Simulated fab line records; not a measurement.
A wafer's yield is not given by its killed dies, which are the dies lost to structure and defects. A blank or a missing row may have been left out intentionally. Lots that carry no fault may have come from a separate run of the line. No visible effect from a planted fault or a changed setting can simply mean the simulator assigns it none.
What tool caused it?    flow nand_harc    Sampling: 11 lots, 33 wafers, 5 of 1159 route steps

WHAT THE GAUGES SHOWED, per wafer
NHARC_P_M0_INSPECT_27.
lot   measured      on                 raw_defect_count
L133  day 6 06:33   defect_inspect-01  379 449 226
L136  day 6 17:06   defect_inspect-01  304 321 352
L135  day 6 17:31   defect_inspect-01  575 303 248
L141  day 7 22:59   defect_inspect-02  350 258 245
L142  day 8 02:19   defect_inspect-02  307 296 196
L147  day 9 00:50   defect_inspect-02  207 295 378
L150  day 10 03:10  defect_inspect-01  451 253 615
L152  day 10 13:07  defect_inspect-02  996 912 872
L154  day 10 22:27  defect_inspect-01  415 401 274
L153  day 11 00:38  defect_inspect-02  921 869 1023
L156  day 11 20:13  defect_inspect-01  239 205 311

WHICH TOOL RAN EACH LOT (tool, then ch and the chambers of the sampled wafers, then the start)
lot   NHARC_P_CONTACT_ALD_22               NHARC_P_M0_ETCH_34                  NHARC_P_M0_PRE_CLEAN_29                  NHARC_P_M0_CMP_23
L133  ald_metal-02 ch 0,1,3, day 5 18:37   rie_diel-05 ch 1,2,3, day 6 04:01   pvd_sputter-01, day 6 06:05 or earlier   cmp-01 ch 0,1,2, day 6 06:05
L136  ald_metal-02 ch 0,1, day 6 10:13     rie_diel-05 ch 0,1, day 6 14:42     pvd_sputter-01, day 6 16:37 or earlier   cmp-04 ch 1,3, day 6 16:37
L135  ald_metal-03 ch 1,2,3, day 6 10:35   rie_diel-05 ch 1,2, day 6 15:07     pvd_sputter-02, day 6 17:02 or earlier   cmp-03 ch 0,3, day 6 17:02
L141  ald_metal-03 ch 1,2,3, day 7 17:11   rie_diel-07 ch 0,2,3, day 7 20:30   pvd_sputter-02, day 7 22:30 or earlier   cmp-03 ch 0,3, day 7 22:30
L142  ald_metal-02 ch 0,2,3, day 7 21:18   rie_diel-07 ch 1,3, day 7 23:36     pvd_sputter-02, day 8 01:54 or earlier   cmp-03 ch 0,1,2, day 8 01:54
L147  ald_metal-03 ch 0,1,2, day 8 19:55   rie_diel-06 ch 0,1,3, day 8 22:23   pvd_sputter-03, day 9 00:23 or earlier   cmp-01 ch 0,1,3, day 9 00:23
L150  ald_metal-01 ch 0,2, day 9 22:20     rie_diel-07 ch 0,1,2, day 10 00:46  pvd_sputter-03, day 10 02:41 or earlier  cmp-01 ch 0,1, day 10 02:41
L152  ald_metal-03 ch 0,2,3, day 10 08:16  rie_diel-06 ch 0,1,3, day 10 10:43  pvd_sputter-02, day 10 12:40 or earlier  cmp-01 ch 0,2,3, day 10 12:40
L154  ald_metal-02 ch 0,2,3, day 10 17:23  rie_diel-06 ch 0,2, day 10 20:01    pvd_sputter-03, day 10 21:58 or earlier  cmp-04 ch 0,1, day 10 21:58
L153  ald_metal-03 ch 0,1,2, day 10 19:57  rie_diel-06 ch 2,3, day 10 22:13    pvd_sputter-01, day 11 00:10 or earlier  cmp-01 ch 1,2,3, day 11 00:10
L156  ald_metal-01 ch 0,2,3, day 11 15:17  rie_diel-05 ch 0,1,3, day 11 17:41  pvd_sputter-01, day 11 19:46 or earlier  cmp-04 ch 0,1,2, day 11 19:46
- NHARC_P_CONTACT_ALD_22: deposits TiN, target thk 3 nm, pulse time 1 s, ald cycles 150.
- NHARC_P_M0_ETCH_34: etches the open film in N2/H2, target depth 40 nm, overetch 12 nm, time 43.94 s.
- NHARC_P_M0_PRE_CLEAN_29: time 30 s.
- NHARC_P_M0_CMP_23: polishes, t overpolish 20 s, target thk 117.53 nm.

THE ANSWER, worked out from the rows above alone
Rule: usual is defined by the lots themselves. Put in order of their means at a reading, lots are off if they are a third of the lots or fewer, leave a main group of 4 or more, and stand apart from it by a gap of 3 or more times the standard deviation of the main group's means; of several such gaps the widest counts. A main group whose means are all the same, to the digits that the tables above print for the reading, isn't used. A lot without any number at a reading at which 4 lots or more have one is off too. All remaining lots with rows at the step are treated as sound.
Off, at NHARC_P_M0_INSPECT_27 on raw_defect_count: L152, L153. The main group has a mean of 328 with a standard deviation of 57.
A tool fits if, at a process step before that reading, it ran every lot that is off, and no sound lot after the first of them. Those tools and the gauges at NHARC_P_M0_INSPECT_27 are tried in the same way. With no start given for some of its lots, NHARC_P_M0_PRE_CLEAN_29 uses the hours and lot order of NHARC_P_M0_CMP_23. Can't be told from this: 3 tools fit, ald_metal-03 at NHARC_P_CONTACT_ALD_22, cmp-01 at NHARC_P_M0_CMP_23, defect_inspect-02 at NHARC_P_M0_INSPECT_27.

WHAT WAS PUT IN BY THE SIMULATOR
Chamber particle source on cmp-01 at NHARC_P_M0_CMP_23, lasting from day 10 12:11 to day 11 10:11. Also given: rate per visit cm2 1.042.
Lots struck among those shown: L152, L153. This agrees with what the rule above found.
